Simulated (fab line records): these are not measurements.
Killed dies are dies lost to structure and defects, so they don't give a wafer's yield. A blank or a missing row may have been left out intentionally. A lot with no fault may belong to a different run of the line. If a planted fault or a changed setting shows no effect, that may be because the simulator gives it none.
Comparing a struck lot with a sound one + flow n5Finfet + 34 out of 1938 route steps
Sound: wafers L796.2, L796.3, L796.5. Struck: wafer L784.5 (L784.1, L784.6, from the same lot, were not struck and are left out); the cause is given at the end.
Each step with rows lists, per side, the tool, then ch with its chambers, then its first start. Under that, the readings that differ: sound wafers + struck wafers + difference of the means + sigmas: that difference in standard deviations of wafers without a fault.
alike: a reading whose means differ by less than 2 such deviations, as well as words and numbers matching on both sides. not compared: withheld readings; readings where some wafer has no value; bounds like >300 that might hide an equal value; numbers whose values overlap and for which the record gives no deviation.
Wherever a step has rows on one side only, a row that says differs or no value, or a row with sigmas, the two part there. Numbers that don't overlap but have no deviation are shown without sigmas and don't part them. A reading missing from all wafers of one side parts the sides only when that side holds two or more wafers.

first, 10 steps without rows for these wafers: N5_BEOL_M8_TRENCH_ETCH_37 (etches SiCOH lowk in C4F6/O2, target depth 93.478 nm, time 31.2 s); N5_BEOL_M8_ETCH_41 (etches SiCN in CH3F/O2, target depth 31.9 nm, time 57.8 s); N5_BEOL_M8_STRIP_80 (strips in N2/H2, time 10 s); N5_BEOL_M8_HM_STRIP_39 (strips TiN in peroxide tin strip, target depth 25 nm, time 158 s); N5_BEOL_M8_SRD_40 (time 30 s); N5_BEOL_M8_PRECLEAN_42 (cleans in residue remover, time 60 s); N5_BEOL_M8_SRD_43 (time 30 s); N5_BEOL_M8_CURE_75 (cures SiCOH lowk, time 120 s); N5_BEOL_M8_DEGAS_44 (time 60 s); N5_BEOL_M8_PRE_CLEAN_45 (time 30 s).
N5_BEOL_M8_ALD_77: deposits TaN, target thk 2 nm, pulse time 2 s, purge time 3 s.
  sound on aldMetal-01 ch 0,2,3, day 14 14:13; struck on aldMetal-01 ch 3, day 11 13:12
| reading                                | sound    | struck | difference | sigmas |
|----------------------------------------|----------|--------|------------|--------|
| aldCycles                              | 40 40 40 | 61     | +21        |        |
| model.TaN_of_BEOL_M8_ALD_77.thkNm (nm) | 2 2 2    | 3      | +1         |        |
  alike: heaterPowerW, precursorVesselCarrierSccm
then, 5 steps without rows for these wafers: N5_BEOL_M8_SURFACE_TREAT_79; N5_BEOL_M8_CVD_78 (deposits Co from CCTBA/H2, target thk 2 nm, time 142.3 s); N5_BEOL_M8_SPUTTER_48 (material Cu, target thk 10 nm, time 1.667 s); N5_BEOL_M8_ECD_50 (material Cu, target thk 300 nm); N5_BEOL_M8_ANNEAL_51 (time 90 s).
N5_BEOL_M8_CMP_52: polishes, stops on SiCOH lowk, t overpolish 6.9 s, target thk 80 nm.
  sound on cmp-03 ch 0,2,3, day 14 17:13; struck on cmp-03 ch 1, day 11 14:35
| reading                   | sound          | struck | difference | sigmas |
|---------------------------|----------------|--------|------------|--------|
| barrierFieldEndpointS (s) | 28.8 28.0 28.5 | 31.6   | +3.2       | +5     |
  alike: edgeZonePressureFrac, motorCurrentA, retainingRingPressureFrac
then, 16 steps without rows for these wafers: N5_BEOL_M8_PRE_CLEAN_55 (time 15 s); N5_BEOL_M8_DEP_56 (deposits SiCN from 3MS/NH3, target thk 10 nm, time 17.5 s); N5_BEOL_M9_ILD_DEP_00 (deposits SiCOH lowk from DEMS/porogen, target thk 308.51 nm, time 58 s); N5_BEOL_M9_CURE_71 (cures SiCOH lowk, time 240 s); N5_BEOL_M9_PECVD_70 (deposits SiO2 from TEOS/O2, target thk 20 nm, time 22.7 s); N5_BEOL_M9_HM_DEP_02 (deposits TiN, target thk 20 nm); N5_BEOL_M9_COAT_59 (time 60 s, resist thk 100 nm); N5_BEOL_M9_COAT_60 (time 60 s, resist thk 30 nm); N5_BEOL_M9_COAT_05 (resist thk 90 nm); N5_BEOL_M9_EBR_07; N5_BEOL_M9_SOFTBAKE_06 (time 60 s); N5_BEOL_M9_EXPOSE_08 (exposes mask M9); N5_BEOL_M9_PEB_09 (peb time 60 s); N5_BEOL_M9_DEVELOP_10 (develop time 30 s); N5_BEOL_M9_DESCUM_16 (chemistry O2, time 7.9 s); N5_BEOL_M9_ETCH_61 (etches SiARC in CF4, target depth 39 nm, time 65 s).
-- record jumps: 2 days separate the struck wafers' starts on either side; left off in module BEOL_M9, taken up again in module BEOL_M15, whose first shown step is the route's number 1830 --
N5_BEOL_M15_RC_MEAS_101:
  sound on prober-02 ch 0, day 17 14:44; struck on prober-02 ch 0, day 13 17:10
| reading                   | sound                   | struck | difference | sigmas |
|---------------------------|-------------------------|--------|------------|--------|
| COMB_M6 (S/m)             | 2.9e-11 2.5e-11 3.7e-11 | 2e-11  | -1e-11     | -2     |
| SERP_M12 (ohm/um)         | 0.620 0.625 0.629       | 0.660  | +0.035     | +2     |
| SERP_M13 (ohm/um)         | 0.299 0.303 0.305       | 0.318  | +0.016     | +3     |
| SERP_M7 (ohm/um)          | 13.3 13.0 14.1          | 14.6   | +1.1       | +3     |
| SERP_M8 (ohm/um)          | 13.8 14.0 13.8          | 15.2   | +1.3       | +3     |
| SERP_M8_max_site (ohm/um) | 14.7 14.3 14.9          | 16.1   | +1.5       | +3     |
  alike: etestTempC, COMB_M10, COMB_M11, COMB_M11_max_site, COMB_M12, COMB_M12_max_site, COMB_M13, COMB_M14, COMB_M14_max_site, COMB_M15, COMB_M5, COMB_M5_max_site, COMB_M7, COMB_M8, COMB_M9, SERP_M10, SERP_M11, SERP_M14, SERP_M5, SERP_M6, SERP_M9

## WHERE THEY PART
First at N5_BEOL_M8_CMP_52; last, within this record, at N5_BEOL_M15_RC_MEAS_101.

WHY: the cause the simulator had injected
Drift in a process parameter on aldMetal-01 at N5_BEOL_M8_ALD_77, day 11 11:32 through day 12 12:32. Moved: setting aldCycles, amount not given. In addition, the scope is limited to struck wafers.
